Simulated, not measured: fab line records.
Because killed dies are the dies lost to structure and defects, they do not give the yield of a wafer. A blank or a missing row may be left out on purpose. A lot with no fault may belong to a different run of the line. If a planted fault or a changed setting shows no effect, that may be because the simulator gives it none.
Which of the tools did it? ; flow nandHarc ; 13 lots with 37 wafers sampled at 6 steps, on a route of 1302 steps

== WHAT EACH GAUGE READ, for each wafer ==
NHARC_A_ONON_D1_THK_MEAS_05: measures by ellipsometry.
lot;measured;on;thkNm (nm)
L742;day 7 16:54;filmMetro-02;1011 1011 1014
L743;day 8 08:14;filmMetro-01;1003 1004 1005
L745;day 8 21:49;filmMetro-01;996 998 997
L750;day 11 03:08;filmMetro-02;1571 993
L751;day 11 14:40;filmMetro-01;1571 1570
L758;day 14 12:53;filmMetro-02;997 997 998
L759;day 14 12:50;filmMetro-02;993 991 994
L760;day 15 05:08;filmMetro-01;1017 1018 1017
L761;day 15 14:01;filmMetro-01;1002 1002 1003
L762;day 15 23:21;filmMetro-01;1003 1004 1002
L763;day 16 10:07;filmMetro-02;1012 1011 1013
L764;day 16 21:08;filmMetro-01;994 992 993
L765;day 17 04:23;filmMetro-02;997 996 997

NHARC_END_SORT_01.
lot;measured;on;killedAtArray;killedAtOther;killedAtPeriphery;killedDies;killedOpen;killedShort
L750;day 27 16:26;prober-02;671 35;0 0;6 2;677 37;2 5;0 4
L751;day 28 07:27;prober-01;675 672;0 3;2 2;677 677;3 4;1 1

== TOOL THAT RAN EACH LOT (tool first, then ch and the chambers of the sampled wafers, then the start) ==
lot;NHARC_P_BONDPAD_PVD_27;NHARC_A_ZERO_WELL_DESCUM_12;NHARC_A_ONON_D1_DEP_03;NHARC_A_CHANNEL_HOLE_D1_DEP_01
L742;pvdSputter-03, day 6 19:04 or earlier;rieDiel-02 ch 1,3, day 6 19:04;pecvdOnon-01 ch 0, day 7 16:23;pecvd-03 ch 0,1, day 8 08:03
L743;pvdSputter-03, day 7 09:34 or earlier;rieDiel-02 ch 1,2,3, day 7 09:34;pecvdOnon-03 ch 0, day 8 07:44;pecvd-04 ch 0,1,2, day 9 01:33
L745;pvdSputter-03, day 7 22:52 or earlier;rieDiel-04 ch 0,2, day 7 22:52;pecvdOnon-03 ch 0, day 8 21:22;pecvd-04 ch 1,2, day 9 15:56
L750;pvdSputter-03, day 10 04:19 or earlier;rieDiel-04 ch 0, day 10 04:19;pecvdOnon-01 ch 0, day 11 02:48;pecvd-04 ch 1, day 11 18:48
L751;pvdSputter-03, day 10 13:03 or earlier;rieDiel-08 ch 1,3, day 10 13:03;pecvdOnon-01 ch 0, day 11 14:19;-
L758;pvdSputter-01, day 13 11:47 or earlier;rieDiel-02 ch 0,1,3, day 13 11:47;pecvdOnon-03 ch 0, day 14 12:26;pecvd-04 ch 1,2, day 15 03:10
L759;pvdSputter-01, day 13 16:46 or earlier;rieDiel-02 ch 0,2,3, day 13 16:46;pecvdOnon-02 ch 0, day 14 12:23;pecvd-02 ch 0,1,2, day 15 03:05
L760;pvdSputter-03, day 14 05:17 or earlier;rieDiel-02 ch 0,2, day 14 05:17;pecvdOnon-01 ch 0, day 15 04:40;pecvd-02 ch 0,1,2, day 15 21:49
L761;pvdSputter-01, day 14 16:17 or earlier;rieDiel-02 ch 0,2,3, day 14 16:17;pecvdOnon-01 ch 0, day 15 13:31;pecvd-04 ch 0,1,2, day 16 05:23
L762;pvdSputter-02, day 14 23:13 or earlier;rieDiel-02 ch 0,1,3, day 14 23:13;pecvdOnon-03 ch 0, day 15 22:50;pecvd-04 ch 0,1,2, day 16 17:47
L763;pvdSputter-02, day 15 11:49 or earlier;rieDiel-02 ch 1,3, day 15 11:49;pecvdOnon-01 ch 0, day 16 09:35;pecvd-02 ch 0,1,2, day 17 02:57
L764;pvdSputter-02, day 15 21:26 or earlier;rieDiel-02 ch 0,2,3, day 15 21:26;pecvdOnon-01 ch 0, day 16 20:38;pecvd-03 ch 0,2, day 17 12:38
L765;pvdSputter-02, day 16 04:45 or earlier;rieDiel-04 ch 2,3, day 16 04:45;pecvdOnon-03 ch 0, day 17 03:53;pecvd-04 ch 0,1,2, day 17 23:13
- NHARC_P_BONDPAD_PVD_27: deposits Cu, target thk 30 nm, time 20.49 s.
- NHARC_A_ZERO_WELL_DESCUM_12: chemistry O2, time 3 s.
- NHARC_A_ONON_D1_DEP_03: target thk 1000 nm.
- NHARC_A_CHANNEL_HOLE_D1_DEP_01: deposits SiON, target thk 140 nm.

== WHAT THE TOOLS THEMSELVES READ (means of the sampled wafers that have a number; where no wafer has one, the mark that the record gives instead) ==
NHARC_P_BONDPAD_PVD_27.
lot;tool;throttleValvePct (%)
L742;pvdSputter-03;30.5
L743;pvdSputter-03;30.5
L745;pvdSputter-03;30.4
L750;pvdSputter-03;30.2
L751;pvdSputter-03;29.9
L758;pvdSputter-01;29.3
L759;pvdSputter-01;29.5
L760;pvdSputter-03;30.1
L761;pvdSputter-01;29.4
L762;pvdSputter-02;30.5
L763;pvdSputter-02;30.4
L764;pvdSputter-02;30.4
L765;pvdSputter-02;30.9

NHARC_A_ZERO_WELL_DESCUM_12.
lot;tool;drypumpMotorCurrentA (A);mfcArSccm (sccm);oesProductAu (a.u.);rfVppV (V);showerheadPlenumPTorr (Torr);throttleValvePct (%)
L742;rieDiel-02;5.90;0.014;0.998;58.5;1.90;11.310
L743;rieDiel-02;5.95;0.019;0.995;57.4;1.90;11.311
L745;rieDiel-04;6.14;0.003;1.018;57.7;1.97;11.310
L750;rieDiel-04;5.99;0.005;1.000;58.0;2.02;11.312
L751;rieDiel-08;5.29;0.000;1.006;57.6;1.96;11.312
L758;rieDiel-02;5.96;0.011;0.999;57.7;1.95;11.312
L759;rieDiel-02;6.01;0.017;0.995;58.4;1.95;11.309
L760;rieDiel-02;5.98;0.008;0.991;57.7;1.94;11.312
L761;rieDiel-02;6.01;0.017;0.997;58.8;1.95;11.318
L762;rieDiel-02;5.95;0.011;1.011;57.1;1.95;11.308
L763;rieDiel-02;5.88;0.014;1.010;56.7;1.90;11.306
L764;rieDiel-02;6.00;0.017;0.995;58.7;1.95;11.309
L765;rieDiel-04;5.91;0.000;0.998;58.1;1.83;11.304

NHARC_A_ONON_D1_DEP_03.
lot;tool;nh3FlowSccm (sccm)
L742;pecvdOnon-01;498.9
L743;pecvdOnon-03;500.5
L745;pecvdOnon-03;498.0
L750;pecvdOnon-01;499.6
L751;pecvdOnon-01;499.5
L758;pecvdOnon-03;499.8
L759;pecvdOnon-02;499.2
L760;pecvdOnon-01;499.3
L761;pecvdOnon-01;500.6
L762;pecvdOnon-03;500.0
L763;pecvdOnon-01;499.7
L764;pecvdOnon-01;501.1
L765;pecvdOnon-03;499.6

NHARC_A_CHANNEL_HOLE_D1_DEP_01.
lot;tool;heaterPowerW (W);showerheadVppV (V)
L742;pecvd-03;793;1190
L743;pecvd-04;833;1156
L745;pecvd-04;773;1171
L750;pecvd-04;666;1198
L758;pecvd-04;678;1168
L759;pecvd-02;820;1108
L760;pecvd-02;809;1125
L761;pecvd-04;748;1157
L762;pecvd-04;838;1155
L763;pecvd-02;771;1116
L764;pecvd-03;784;1182
L765;pecvd-04;810;1149

== THE ANSWER, worked out from the rows above alone ==
Rule: usual is defined by the lots themselves. Put in order of their means at a reading, lots are off if they are a third of the lots or fewer, leave a main group of 4 or more, and stand apart from it by a gap of 3 or more times the standard deviation of the main group's means; of several such gaps the widest counts. The tables above print the reading to a certain number of digits; a main group whose means all agree to those digits is not used. A lot without any number at a reading at which 4 lots or more have one is off too. Any other lot the step has rows for is counted as sound. The gauges are gone through in route order, then the tools' own readings, and for those a lot's mean is taken as printed above. The first step at which some lot is off is used, and at that step the reading that is off furthest; a lot without a number counts as furthest.
Off: L750, L751 (NHARC_A_ONON_D1_THK_MEAS_05, thkNm). The main group has a mean of 1002 nm with a standard deviation of 7.9.
A tool fits if, at a process step before that reading, it ran every lot that is off, and no sound lot after the first of them. Those tools and the gauges at NHARC_A_ONON_D1_THK_MEAS_05 are tried in the same way. NHARC_P_BONDPAD_PVD_27: start missing for some lots; hours and lot order therefore follow NHARC_A_ZERO_WELL_DESCUM_12. Of those tried, none fits.

== WHAT THE SIMULATOR PUT IN ==
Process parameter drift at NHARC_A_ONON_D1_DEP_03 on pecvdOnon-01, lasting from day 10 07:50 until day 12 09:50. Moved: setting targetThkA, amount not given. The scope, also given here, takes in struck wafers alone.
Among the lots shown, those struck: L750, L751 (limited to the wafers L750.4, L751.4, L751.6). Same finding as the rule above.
